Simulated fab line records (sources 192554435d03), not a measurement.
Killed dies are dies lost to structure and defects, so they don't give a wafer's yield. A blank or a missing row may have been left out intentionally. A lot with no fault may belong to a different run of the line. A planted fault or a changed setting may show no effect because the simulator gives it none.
fab line records	flow n5_finfet
record: lots: 24	wafers: 72	last_day: 18
route steps=1938 shown GATE_CUT@514 MOL_CONTACT_COAG@544
lots that met no fault: from a run of the same line without faults
start_h: the number of hours between the record's first day and the start of the first shown wafer of the lot	wait_h: time in hours since the lot's previous step	" identical to the entry in the row above	L1.1+2: several wafers, shown together as one row	- no value present, or no start provided	* or withheld: withheld	< > ~ a bound
route shown NAME@n: NAME is a module with steps in the file, n the number in the route of the first one	usual: the fault-free wafers' mean and standard deviation	same: alike in all rows	chamber/n: place in a boat	sites: per-site readings	_std_site: standard deviation across them	_edge_site: the outer-site mean with the inner-site mean subtracted	radius_mm: for every site, how far away it sits from the centre of the wafer	mask NAME#n: copy n	behind: the last tool/chamber to shape the wafer	hold: the reason the lot was held/the length of the hold in hours/how it ended	device: the transistor (n, p or np) that didn't switch	end of line: tests run on the same wafers once the route is complete	step lacking rows: just its recipe	killed: not the wafer's yield, but the dies lost to structure and defects at the first sort	map: a wafer's dies, marking killed ones x, the rest . and places with no die _
set.NAME: the run value of the setting; set.NAME@STEP: its run value at that earlier step	model.NAME: the simulator's own value behind a step, which no gauge read
route steps across a sampled set of lots; one table per step, one row per wafer
services: when a tool's chamber went out of use (start_h, in hours from the record's first day, below 0 if earlier), for how many hours, and the reason
== steps ==
step: N5_GATE_CUT_CMP_61
recipe: stop_on: SiNx	t_overpolish_s: 3	post_cmp_clean: alkaline_brush	down_force_psi: 4	platen_rpm: 27.09	pad_velocity_m_s: 0.539
usual: motor_current_A: 12.2/1	pad_life_wafers: 1288/450
lot.wafer	tool	chamber	start_h	wait_h	motor_current_A	pad_life_wafers
L074.2	cmp-01	1	86.61	0.3	10.5	337
L074.5	"	0	"	"	10.9	-
L074.6	"	1	"	"	10.9	-
L075.4	cmp-01	3	90.84	0.3	14.3	361
L075.3	"	1	"	"	11.0	363
L075.6	"	3	"	"	14.6	-
L076.3	cmp-02	1	98.23	0.3	13.9	1057
L076.1	"	2	"	"	11.2	1058
L076.5	"	1	"	"	13.1	-
L077.1	cmp-02	1	106.59	0.3	13.2	1135
L077.2	"	2	"	"	11.7	1136
L077.3	"	3	"	"	12.9	1137
L078.1	cmp-02	2	113.63	0.2	11.9	1185
L078.5	"	3	"	"	12.5	-
L078.6	"	0	"	"	11.2	-
L079.3	cmp-02	1	115.84	0.4	13.1	1218
L079.5	"	1	"	"	12.9	-
L079.6	"	2	"	"	10.9	-
L080.4	cmp-03	2	123.42	0.4	11.4	894
L080.3	"	3	"	"	12.5	895
L080.6	"	3	"	"	12.4	-
L081.3	cmp-03	1	126.85	0.4	12.8	942
L081.4	"	0	"	"	12.8	945
L081.5	"	2	"	"	11.2	-
L082.2	cmp-03	0	133.70	0.3	13.4	1003
L082.3	"	1	"	"	13.3	1004
L082.6	"	3	"	"	12.5	-
L083.2	cmp-02	2	139.39	0.2	11.5	1437
L083.5	"	3	"	"	12.9	-
L083.6	"	0	"	"	10.8	-
L084.1	cmp-03	1	150.66	0.4	12.2	1122
L084.3	"	2	"	"	12.0	1123
L084.5	"	2	"	"	12.0	-
L085.4	cmp-01	0	158.47	0.4	10.9	918
L085.1	"	1	"	"	10.9	919
L085.3	"	3	"	"	14.4	921
L086.4	cmp-03	3	168.24	0.4	12.6	1254
L086.2	"	2	"	"	11.5	1257
L086.5	"	0	"	"	13.2	-
L087.1	cmp-03	3	186.02	0.4	12.7	1374
L087.4	"	0	"	"	13.1	1375
L087.5	"	3	"	"	12.9	-
L088.2	cmp-01	3	188.26	0.4	14.1	1146
L088.6	"	3	"	"	14.3	-
L088.5	"	0	"	"	11.5	-
L089.4	cmp-01	3	189.72	0.4	14.3	1164
L089.1	"	2	"	"	10.9	1167
L089.6	"	0	"	"	10.9	-
L090.2	cmp-02	3	193.43	0.4	12.8	1794
L090.4	"	1	"	"	12.8	1796
L090.5	"	3	"	"	13.2	-
L091.2	cmp-01	3	195.18	0.4	14.1	1212
L091.6	"	3	"	"	14.4	-
L091.5	"	0	"	"	10.7	-
L092.4	cmp-02	0	196.14	0.2	11.1	1827
L092.5	"	1	"	"	12.5	-
L092.6	"	2	"	"	12.1	-
L093.2	cmp-02	1	203.95	0.3	12.7	1855
L093.1	"	2	"	"	11.7	1856
L093.6	"	0	"	"	11.2	-
L094.4	cmp-02	3	206.92	0.4	12.8	1884
L094.1	"	0	"	"	11.3	1885
L094.5	"	3	"	"	13.2	-
L095.4	cmp-02	2	215.46	0.4	12.1	1950
L095.3	"	3	"	"	12.3	1951
L095.1	"	1	"	"	13.5	1953
L096.4	cmp-02	3	223.94	0.3	12.4	2018
L096.3	"	0	"	"	10.9	2019
L096.6	"	1	"	"	13.3	-
L097.2	cmp-03	2	233.32	0.4	12.0	1800
L097.3	"	1	"	"	13.0	1803
L097.5	"	3	"	"	12.4	-
step: N5_MOL_CONTACT_COAG_ALD_20
recipe: material: TiN	target_thk_a: 15	temp_c: 400	ald_precursor_family: TiCl4	ald_co_reactant: NH3	pulse_time_s: 1	purge_time_s: 3	co_reactant_purge_time_s: 2	co_reactant_pulse_time_s: 2	ald_cycles: 68	pressure_torr: 3
usual: chamber_pressure_Torr: 3.001/0.0064	heater_power_w: 898/130	precursor_pulse_height_rel: 0.998/0.021
same: purge_time_s: 3
lot.wafer	tool	chamber	start_h	wait_h	chamber_pressure_Torr	heater_power_w	precursor_pulse_height_rel
L074.2	ald_metal-01	3	90.27	0.1	3.004	955	0.982
L074.5	"	0	"	"	3.002	673	0.995
L074.6	"	3	"	"	3.002	956	1.004
L075.3	ald_metal-01	2	93.22	0.1	3.022	851	0.999
L075.4	"	1	"	"	3.006	1121	0.977
L075.6	"	3	"	"	2.993	955	0.986
L076.1	ald_metal-01	1	101.24	0.1	3.001	1123	0.990
L076.3	"	3	"	"	3.001	954	0.997
L076.5	"	0	"	"	2.993	683	1.021
L077.1	ald_metal-01	1	109.43	0.1	3.001	1120	0.994
L077.2	"	0	"	"	3.010	664	1.025
L077.3	"	3	"	"	3.013	974	0.985
L078.1	ald_metal-01	2	116.02	0.1	2.999	852	0.997
L078.5	"	3	"	"	3.001	964	1.002
L078.6	"	0	"	"	3.000	694	0.987
L079.3	ald_metal-02	2	117.70	0.1	2.995	931	0.980
L079.5	"	0	"	"	2.999	975	1.000
L079.6	"	3	"	"	2.993	876	0.960
L080.3	ald_metal-01	3	125.51	0.1	2.999	971	0.961
L080.4	"	1	"	"	2.998	1141	1.003
L080.6	"	3	"	"	3.002	968	0.963
L081.3	ald_metal-01	2	128.88	0.1	3.010	881	1.001
L081.4	"	3	"	"	2.999	982	0.993
L081.5	"	1	"	"	3.002	1116	0.978
L082.2	ald_metal-01	1	137.12	0.1	3.001	1117	0.996
L082.3	"	0	"	"	3.006	687	0.992
L082.6	"	1	"	"	2.995	1146	0.976
L083.2	ald_metal-03	2	141.44	0.1	3.004	820	0.994
L083.5	"	3	"	"	2.994	946	0.984
L083.6	"	0	"	"	3.010	847	0.986
L084.1	ald_metal-01	1	154.07	0.1	3.005	1137	0.997
L084.3	"	2	"	"	3.005	862	0.990
L084.5	"	2	"	"	3.010	878	1.009
L085.1	ald_metal-03	3	160.17	0.1	2.987	971	1.012
L085.3	"	2	"	"	3.002	807	1.019
L085.4	"	0	"	"	2.996	845	1.022
L086.2	ald_metal-01	1	174.12	0.1	2.999	1156	0.979
L086.4	"	2	"	"	3.000	859	1.014
L086.5	"	0	"	"	3.016	700	1.028
L087.1	ald_metal-01	2	187.91	0.1	2.997	858	0.995
L087.4	"	3	"	"	2.999	979	0.976
L087.5	"	0	"	"	3.001	688	0.979
L088.2	ald_metal-03	0	190.32	0.1	3.004	829	1.034
L088.5	"	3	"	"	2.992	961	1.002
L088.6	"	2	"	"	2.995	835	0.993
L089.1	ald_metal-02	2	191.41	0.1	2.999	943	0.959
L089.4	"	1	"	"	2.991	716	0.970
L089.6	"	3	"	"	2.999	851	1.004
L090.2	ald_metal-02	3	195.28	0.1	2.999	857	1.014
L090.4	"	1	"	"	3.013	738	0.972
L090.5	"	3	"	"	2.999	853	1.002
L091.2	ald_metal-01	1	198.13	0.1	2.996	1113	0.952
L091.5	"	2	"	"	3.002	889	0.995
L091.6	"	3	"	"	2.996	978	1.022
L092.4	ald_metal-02	2	198.42	0.1	3.001	928	1.024
L092.5	"	3	"	"	2.999	881	1.009
L092.6	"	0	"	"	3.008	977	0.999
L093.1	ald_metal-01	2	205.73	0.1	3.003	861	0.975
L093.2	"	1	"	"	3.000	1153	1.019
L093.6	"	2	"	"	2.997	883	0.983
L094.1	ald_metal-03	0	209.48	0.1	3.006	842	0.996
L094.4	"	1	"	"	3.000	844	1.004
L094.5	"	2	"	"	2.992	838	1.021
L095.1	ald_metal-02	1	225.91	0.1	3.012	735	1.007
L095.3	"	0	"	"	3.002	997	0.988
L095.4	"	3	"	"	2.995	869	1.014
L096.3	ald_metal-03	2	226.05	0.1	3.005	821	1.021
L096.4	"	1	"	"	2.994	843	1.003
L096.6	"	1	"	"	2.998	853	0.953
L097.2	ald_metal-02	3	235.38	0.1	2.984	862	0.977
L097.3	"	0	"	"	3.007	998	1.024
L097.5	"	3	"	"	2.995	855	0.989
step: N5_MOL_CONTACT_COAG_ANNEAL_113
recipe: temp_c: 400	time_s: 300	ambient: H2/N2
usual: lamp_power_pct: 2.703/0.022	lamp_zone_3_pct: 2.703/0.022	wafer_temp_C_max: 402.1/0.55
lot.wafer	tool	chamber	start_h	wait_h	lamp_power_pct	lamp_zone_3_pct	wafer_temp_C_max
L074.2	rtp_anneal-01	0	94.55	0.6	2.730	2.724	402.2
L074.5	"	0	"	"	2.725	2.726	401.8
L074.6	"	0	"	"	2.722	2.727	402.0
L075.3	rtp_anneal-02	0	95.36	0.6	2.683	2.680	402.6
L075.4	"	0	"	"	2.681	2.681	402.2
L075.6	"	0	"	"	2.677	2.681	402.4
L076.1	rtp_anneal-01	0	103.33	0.3	2.722	2.722	402.4
L076.3	"	0	"	"	2.723	2.727	402.3
L076.5	"	0	"	"	2.721	2.723	401.5
L077.1	rtp_anneal-02	0	111.53	0.3	2.677	2.683	402.3
L077.2	"	0	"	"	2.687	2.680	402.4
L077.3	"	0	"	"	2.676	2.682	402.3
L078.1	rtp_anneal-01	0	118.16	0.4	2.724	2.727	401.9
L078.5	"	0	"	"	2.726	2.722	401.7
L078.6	"	0	"	"	2.729	2.731	402.2
L079.3	rtp_anneal-02	0	120.30	0.6	2.680	2.681	402.0
L079.5	"	0	"	"	2.676	2.685	401.6
L079.6	"	0	"	"	2.680	2.684	402.5
L080.3	rtp_anneal-01	0	128.44	0.6	2.722	2.732	401.6
L080.4	"	0	"	"	2.724	2.722	402.3
L080.6	"	0	"	"	2.722	2.725	402.2
L081.3	rtp_anneal-01	0	132.47	0.6	2.730	2.722	401.3
L081.4	"	0	"	"	2.722	2.725	402.5
L081.5	"	0	"	"	2.722	2.724	402.0
L082.2	rtp_anneal-01	0	139.32	0.5	2.726	2.731	401.3
L082.3	"	0	"	"	2.720	2.724	402.3
L082.6	"	0	"	"	2.724	2.721	401.1
L083.2	rtp_anneal-02	0	143.35	0.5	2.680	2.678	403.3
L083.5	"	0	"	"	2.681	2.681	402.4
L083.6	"	0	"	"	2.679	2.682	402.5
L084.1	rtp_anneal-02	0	156.55	0.6	2.684	2.678	402.7
L084.3	"	0	"	"	2.683	2.679	402.6
L084.5	"	0	"	"	2.679	2.682	402.7
L085.1	rtp_anneal-01	0	163.05	0.3	2.723	2.728	401.7
L085.3	"	0	"	"	2.716	2.723	401.1
L085.4	"	0	"	"	2.724	2.725	401.8
L086.2	rtp_anneal-02	0	176.03	0.5	2.679	2.680	402.5
L086.4	"	0	"	"	2.684	2.686	402.8
L086.5	"	0	"	"	2.681	2.683	402.8
L087.1	rtp_anneal-02	0	191.42	0.3	2.684	2.684	402.8
L087.4	"	0	"	"	2.678	2.684	401.8
L087.5	"	0	"	"	2.675	2.681	402.3
L088.2	rtp_anneal-02	0	192.47	0.5	2.683	2.676	402.3
L088.5	"	0	"	"	2.681	2.678	402.5
L088.6	"	0	"	"	2.682	2.685	402.6
L089.1	rtp_anneal-02	0	193.49	0.4	2.681	2.678	402.5
L089.4	"	0	"	"	2.677	2.685	402.7
L089.6	"	0	"	"	2.682	2.681	402.0
L090.2	rtp_anneal-01	0	196.95	0.5	2.727	2.723	401.2
L090.4	"	0	"	"	2.722	2.727	401.7
L090.5	"	0	"	"	2.721	2.724	401.8
L091.2	rtp_anneal-02	0	199.89	0.6	2.679	2.682	402.8
L091.5	"	0	"	"	2.682	2.681	402.5
L091.6	"	0	"	"	2.682	2.680	402.1
L092.4	rtp_anneal-01	0	200.47	0.6	2.721	2.727	401.5
L092.5	"	0	"	"	2.725	2.727	401.1
L092.6	"	0	"	"	2.726	2.725	400.8
L093.1	rtp_anneal-01	0	207.72	0.8	2.725	2.723	401.7
L093.2	"	0	"	"	2.728	2.722	402.2
L093.6	"	0	"	"	2.722	2.725	401.5
L094.1	rtp_anneal-02	0	211.22	0.3	2.684	2.679	402.2
L094.4	"	0	"	"	2.680	2.684	401.9
L094.5	"	0	"	"	2.684	2.686	402.1
L095.1	rtp_anneal-02	0	227.74	0.3	2.682	2.682	402.3
L095.3	"	0	"	"	2.677	2.679	402.1
L095.4	"	0	"	"	2.682	2.683	403.4
L096.3	rtp_anneal-01	0	228.71	0.8	2.727	2.722	401.4
L096.4	"	0	"	"	2.722	2.727	401.2
L096.6	"	0	"	"	2.730	2.723	401.1
L097.2	rtp_anneal-01	0	237.40	0.5	2.727	2.727	401.7
L097.3	"	0	"	"	2.722	2.727	401.7
L097.5	"	0	"	"	2.724	2.723	401.5
step: N5_MOL_CONTACT_COAG_CD_MEAS_84
recipe: target_cd_nm: 25.1	landing_energy_ev: 500	detector: se_inlens	polarity: opening
usual: cd_nm: 25.13/0.24
lot.wafer	tool	chamber	start_h	wait_h	cd_nm
L075.3	cd_sem-02	0	101.19	-	25.37
L075.4	"	0	"	"	25.17
L075.6	"	0	"	"	25.14
L074.2	cd_sem-02	0	101.76	-	25.47
L074.5	"	0	"	"	25.22
L074.6	"	0	"	"	25.42
L076.1	cd_sem-02	0	109.39	-	25.47
L076.3	"	0	"	"	25.23
L076.5	"	0	"	"	25.20
L077.1	cd_sem-03	0	117.18	-	25.27
L077.2	"	0	"	"	25.04
L077.3	"	0	"	"	25.22
L078.1	cd_sem-02	0	125.38	-	24.99
L078.5	"	0	"	"	25.11
L078.6	"	0	"	"	25.21
L079.3	cd_sem-02	0	125.56	-	25.05
L079.5	"	0	"	"	24.84
L079.6	"	0	"	"	25.11
L080.3	cd_sem-03	0	134.89	-	25.30
L080.4	"	0	"	"	25.24
L080.6	"	0	"	"	25.54
L081.3	cd_sem-03	0	137.69	-	24.98
L081.4	"	0	"	"	24.91
L081.5	"	0	"	"	25.04
L082.2	cd_sem-01	0	145.23	-	25.13
L082.3	"	0	"	"	25.77
L082.6	"	0	"	"	25.09
L083.2	cd_sem-01	0	150.12	-	25.19
L083.5	"	0	"	"	24.73
L083.6	"	0	"	"	25.30
L084.1	cd_sem-01	0	163.40	-	25.15
L084.3	"	0	"	"	25.38
L084.5	"	0	"	"	24.79
L085.1	cd_sem-03	0	168.54	-	25.02
L085.3	"	0	"	"	25.25
L085.4	"	0	"	"	24.50
L086.2	cd_sem-01	0	182.71	-	24.63
L086.4	"	0	"	"	24.92
L086.5	"	0	"	"	24.69
L087.1	cd_sem-01	0	199.48	-	25.12
L087.4	"	0	"	"	24.51
L087.5	"	0	"	"	25.00
L088.2	cd_sem-01	0	199.83	-	25.01
L088.5	"	0	"	"	25.41
L088.6	"	0	"	"	24.89
L089.1	cd_sem-03	0	200.31	-	24.83
L089.4	"	0	"	"	25.42
L089.6	"	0	"	"	25.36
L090.2	cd_sem-03	0	202.44	-	25.19
L090.4	"	0	"	"	24.75
L090.5	"	0	"	"	24.86
L091.2	cd_sem-01	0	204.92	-	25.16
L091.5	"	0	"	"	25.29
L091.6	"	0	"	"	25.16
L092.4	cd_sem-01	0	205.83	-	25.56
L092.5	"	0	"	"	24.98
L092.6	"	0	"	"	25.23
L093.1	cd_sem-03	0	214.04	-	25.19
L093.2	"	0	"	"	25.41
L093.6	"	0	"	"	25.43
L094.1	cd_sem-01	0	218.68	-	25.02
L094.4	"	0	"	"	25.00
L094.5	"	0	"	"	24.87
L095.1	cd_sem-01	0	233.07	-	25.36
L095.3	"	0	"	"	24.96
L095.4	"	0	"	"	25.19
L096.3	cd_sem-01	0	234.14	-	25.50
L096.4	"	0	"	"	24.79
L096.6	"	0	"	"	24.89
L097.2	cd_sem-01	0	242.99	-	25.33
L097.3	"	0	"	"	25.80
L097.5	"	0	"	"	24.97
step: N5_MOL_CONTACT_COAG_ETCHBACK_135
recipe: chemistry: CHF3	target: SiO2	target_depth_a: 250	time_s: 16.7	ion_energy_ev: 200	pressure_mtorr: 30	source_w: 610	bias_w: 170	Ar_flow_sccm: 200	CHF3_flow_sccm: 50
usual: drypump_motor_current_A: 5.5/0.47	oes_product_au: 0.80/0.079	rf_vpp_V: 524/13	showerhead_plenum_p_Torr: 2.39/0.066	throttle_valve_pct: 18.52/0.29
lot.wafer	tool	chamber	start_h	wait_h	drypump_motor_current_A	oes_product_au	rf_hours_counter_h	rf_vpp_V	showerhead_plenum_p_Torr	throttle_valve_pct
L075.3	rie_diel-05	0	102.01	0.0	5.2	0.83	73	513	2.33	18.45
L075.4	"	3	"	"	5.4	0.69	214	525	2.37	18.71
L075.6	"	2	"	"	5.6	0.81	-	529	2.42	18.61
L074.2	rie_diel-06	1	102.32	0.0	5.1	0.67	226	510	2.35	18.67
L074.5	"	1	"	"	5.1	0.67	-	509	2.35	18.66
L074.6	"	2	"	"	6.5	0.71	-	501	2.28	19.32
L076.1	rie_diel-05	1	110.12	0.0	4.8	0.68	243	508	2.34	18.42
L076.3	"	3	"	"	5.4	0.70	216	525	2.37	18.72
L076.5	"	0	"	"	5.3	0.82	-	513	2.33	18.45
L077.1	rie_diel-05	2	117.75	0.0	5.6	0.81	84	528	2.42	18.64
L077.2	"	1	"	"	4.9	0.69	246	507	2.34	18.44
L077.3	"	0	"	"	5.2	0.81	78	515	2.33	18.45
L078.1	rie_diel-05	0	125.94	0.0	5.2	0.81	82	514	2.33	18.48
L078.5	"	3	"	"	5.4	0.69	-	525	2.37	18.74
L078.6	"	0	"	"	5.3	0.81	-	514	2.33	18.46
L079.3	rie_diel-02	2	126.12	0.0	5.3	0.91	23	551	2.51	18.10
L079.5	"	0	"	"	5.7	0.87	-	527	2.33	18.35
L079.6	"	3	"	"	5.8	0.82	-	518	2.40	18.48
L080.3	rie_diel-02	2	135.45	0.0	5.3	0.91	26	547	2.51	18.08
L080.4	"	3	"	"	5.8	0.81	95	517	2.40	18.47
L080.6	"	0	"	"	5.7	0.86	-	525	2.33	18.33
L081.3	rie_diel-02	2	138.45	0.0	5.3	0.90	26	549	2.51	18.09
L081.4	"	3	"	"	5.8	0.82	96	518	2.40	18.48
L081.5	"	0	"	"	5.7	0.86	-	524	2.33	18.35
L082.2	rie_diel-05	0	146.03	0.0	5.2	0.81	90	513	2.33	18.47
L082.3	"	2	"	"	5.6	0.81	95	528	2.41	18.66
L082.6	"	1	"	"	4.9	0.98	-	510	2.33	18.04
L083.2	rie_diel-05	3	150.68	0.0	5.4	0.68	232	524	2.36	18.75
L083.5	"	2	"	"	5.6	0.80	-	528	2.41	18.66
L083.6	"	3	"	"	5.4	0.69	-	524	2.36	18.73
L084.1	rie_diel-06	2	164.68	0.0	6.5	0.69	232	499	2.27	19.37
L084.3	"	1	"	"	5.1	0.67	248	510	2.34	18.69
L084.5	"	0	"	"	5.0	0.90	-	537	2.52	18.35
L085.1	rie_diel-02	3	170.38	0.0	5.8	0.80	106	517	2.40	18.49
L085.3	"	2	"	"	5.4	0.88	36	549	2.50	18.11
L085.4	"	1	"	"	6.0	0.72	210	544	2.44	18.78
L086.2	rie_diel-02	3	183.52	0.0	5.8	0.80	110	516	2.40	18.49
L086.4	"	2	"	"	5.3	0.88	41	549	2.50	18.12
L086.5	"	3	"	"	5.8	0.80	-	517	2.40	18.50
L087.1	rie_diel-05	2	201.18	0.0	5.6	0.78	116	528	2.40	18.68
L087.4	"	0	"	"	5.2	0.78	-	514	2.32	18.52
L087.5	"	1	"	"	4.9	0.90	-	508	2.33	18.06
L088.2	rie_diel-05	1	201.95	0.0	4.9	0.91	23	509	2.33	18.04
L088.5	"	0	"	"	5.3	0.78	-	513	2.32	18.50
L088.6	"	2	"	"	5.6	0.77	-	529	2.40	18.69
L089.1	rie_diel-02	0	201.99	0.0	5.7	0.84	75	526	2.32	18.37
L089.4	"	2	"	"	5.3	0.87	47	549	2.50	18.13
L089.6	"	1	"	"	6.0	0.71	-	546	2.44	18.79
L090.2	rie_diel-02	2	204.17	0.0	5.3	0.87	48	549	2.50	18.13
L090.4	"	1	"	"	6.0	0.71	223	545	2.44	18.81
L090.5	"	0	"	"	5.7	0.84	-	526	2.32	18.38
L091.2	rie_diel-02	1	207.29	0.0	6.0	0.71	225	544	2.44	18.80
L091.5	"	3	"	"	5.8	0.80	-	516	2.39	18.52
L091.6	"	0	"	"	5.7	0.84	-	525	2.32	18.38
L092.4	rie_diel-05	1	208.13	0.0	4.9	0.89	-	510	2.33	18.06
L092.5	"	2	"	"	5.6	0.76	-	530	2.40	18.70
L092.6	"	0	"	"	5.3	0.78	-	513	2.32	18.52
L093.1	rie_diel-05	1	215.17	0.0	4.9	0.88	32	507	2.32	18.06
L093.2	"	0	"	"	5.3	0.76	121	514	2.32	18.52
L093.6	"	1	"	"	4.8	0.89	-	508	2.32	18.07
L094.1	rie_diel-05	2	219.37	0.0	5.6	0.76	128	528	2.40	18.70
L094.4	"	3	"	"	5.4	0.97	0	524	2.36	18.36
L094.5	"	2	"	"	5.6	0.76	-	528	2.40	18.70
L095.1	rie_diel-06	2	233.91	0.0	6.5	0.69	239	502	2.27	19.36
L095.3	"	0	"	"	4.9	0.87	65	537	2.51	18.39
L095.4	"	2	"	"	6.5	0.69	-	500	2.27	19.36
L096.3	rie_diel-02	3	234.81	0.0	5.8	0.78	132	515	2.39	18.54
L096.4	"	2	"	"	5.3	0.84	58	547	2.49	18.16
L096.6	"	2	"	"	5.3	0.84	-	551	2.49	18.15
L097.2	rie_diel-06	3	243.59	0.0	6.6	0.68	233	530	2.43	18.93
L097.3	"	1	"	"	5.1	0.96	1	510	2.33	18.32
L097.5	"	0	"	"	5.0	0.86	-	536	2.51	18.41
step: N5_MOL_CONTACT_COAG_STRIP_119
recipe: chemistry: N2/H2	time_s: 30	power_w: 1000	temp_c: 250	pressure_mtorr: withheld	n2_flow_sccm: 1750	h2_flow_sccm: 3250
usual: drypump_motor_current_A: 5.34/0.23	heater_power_w: 307/23
lot.wafer	tool	chamber	start_h	wait_h	drypump_motor_current_A	heater_power_w	rf_hours_counter_h
L075.3	plasma_asher-01	1	102.25	0.1	5.35	350	-
L075.4	"	0	"	"	5.60	287	-
L075.6	"	1	"	"	5.33	323	-
L074.2	plasma_asher-02	1	102.54	0.1	5.36	288	87
L074.5	"	1	"	"	5.35	293	-
L074.6	"	0	"	"	5.00	322	-
L076.1	plasma_asher-01	0	110.34	0.1	5.63	272	51
L076.3	"	0	"	"	5.68	279	-
L076.5	"	0	"	"	5.63	281	-
L077.1	plasma_asher-02	0	117.97	0.1	4.97	317	90
L077.2	"	1	"	"	5.38	296	90
L077.3	"	1	"	"	5.38	289	-
L078.1	plasma_asher-02	0	126.16	0.1	5.02	314	92
L078.5	"	0	"	"	5.00	312	-
L078.6	"	1	"	"	5.36	292	-
L079.3	plasma_asher-01	1	126.36	0.1	5.35	336	-
L079.5	"	1	"	"	5.34	328	-
L079.6	"	0	"	"	5.66	283	-
L080.3	plasma_asher-02	0	135.69	0.1	5.01	323	-
L080.4	"	1	"	"	5.37	295	-
L080.6	"	0	"	"	5.02	320	-
L081.3	plasma_asher-02	1	138.69	0.1	5.37	295	-
L081.4	"	0	"	"	5.01	317	-
L081.5	"	0	"	"	5.00	318	-
L082.2	plasma_asher-01	1	146.26	0.1	5.34	341	57
L082.3	"	1	"	"	5.33	332	-
L082.6	"	1	"	"	5.33	335	-
L083.2	plasma_asher-01	1	150.90	0.1	5.33	342	58
L083.5	"	0	"	"	5.64	274	-
L083.6	"	1	"	"	5.34	338	-
L084.1	plasma_asher-02	0	164.90	0.1	5.02	316	98
L084.3	"	1	"	"	5.35	287	-
L084.5	"	0	"	"	5.03	308	-
L085.1	plasma_asher-01	0	170.60	0.1	5.58	280	60
L085.3	"	1	"	"	5.35	328	-
L085.4	"	0	"	"	5.63	281	-
L086.2	plasma_asher-01	1	183.74	0.1	5.34	337	64
L086.4	"	0	"	"	5.65	276	-
L086.5	"	0	"	"	5.66	279	-
L087.1	plasma_asher-02	1	201.40	0.1	5.36	293	108
L087.4	"	1	"	"	5.36	298	-
L087.5	"	1	"	"	5.34	289	-
L088.2	plasma_asher-02	0	202.17	0.1	5.00	309	108
L088.5	"	0	"	"	4.97	315	-
L088.6	"	1	"	"	5.37	286	-
L089.1	plasma_asher-02	0	202.23	0.1	5.03	315	108
L089.4	"	0	"	"	5.01	315	-
L089.6	"	1	"	"	5.37	296	-
L090.2	plasma_asher-01	1	204.39	0.1	5.35	345	67
L090.4	"	1	"	"	5.34	327	-
L090.5	"	0	"	"	5.69	283	-
L091.2	plasma_asher-02	0	207.51	0.1	5.00	322	108
L091.5	"	1	"	"	5.39	293	-
L091.6	"	0	"	"	5.00	313	-
L092.4	plasma_asher-01	1	208.36	0.0	5.32	344	-
L092.5	"	0	"	"	5.60	288	-
L092.6	"	1	"	"	5.34	340	-
L093.1	plasma_asher-01	0	215.39	0.1	5.62	284	70
L093.2	"	1	"	"	5.34	348	70
L093.6	"	1	"	"	5.36	340	-
L094.1	plasma_asher-01	0	219.60	0.1	5.67	284	71
L094.4	"	1	"	"	5.37	343	-
L094.5	"	1	"	"	5.34	337	-
L095.1	plasma_asher-02	0	234.13	0.1	5.00	320	112
L095.3	"	1	"	"	5.36	293	-
L095.4	"	0	"	"	4.98	317	-
L096.3	plasma_asher-01	1	235.05	0.1	5.33	330	-
L096.4	"	0	"	"	5.68	278	-
L096.6	"	0	"	"	5.66	280	-
L097.2	plasma_asher-02	0	243.81	0.1	4.99	320	115
L097.3	"	1	"	"	5.36	297	-
L097.5	"	0	"	"	5.01	322	-
== services ==
tool	chamber	start_h	hours	kind
cmp-03	-	66.27	10.2	pm
cmp-03	-	78.14	0.2	repair
rie_diel-06	0	79.05	8.7	repair
ald_metal-03	-	84.32	6.0	pm
rie_diel-02	1	87.10	2.7	repair
cmp-03	-	99.29	1.0	repair
cmp-03	-	112.91	4.7	repair
rie_diel-02	0	122.41	2.5	repair
plasma_asher-02	-	134.65	0.7	repair
rie_diel-02	0	151.41	1.6	repair
ald_metal-02	3	159.83	23.7	repair
rie_diel-06	2	168.37	33.9	repair
cmp-01	-	179.60	0.8	repair
cmp-02	-	184.75	2.0	repair
plasma_asher-01	-	192.36	1.2	repair
cmp-02	-	197.05	4.4	repair
cmp-01	-	197.94	6.9	pm
plasma_asher-01	-	199.12	3.6	repair
ald_metal-01	0	213.13	14.7	repair
ald_metal-02	3	213.92	3.1	repair
cmp-03	-	220.94	0.8	repair
cmp-03	-	233.89	0.3	repair
cmp-02	-	237.89	4.0	pm
rtp_anneal-02	-	238.50	0.8	pm
== key ==
fault none
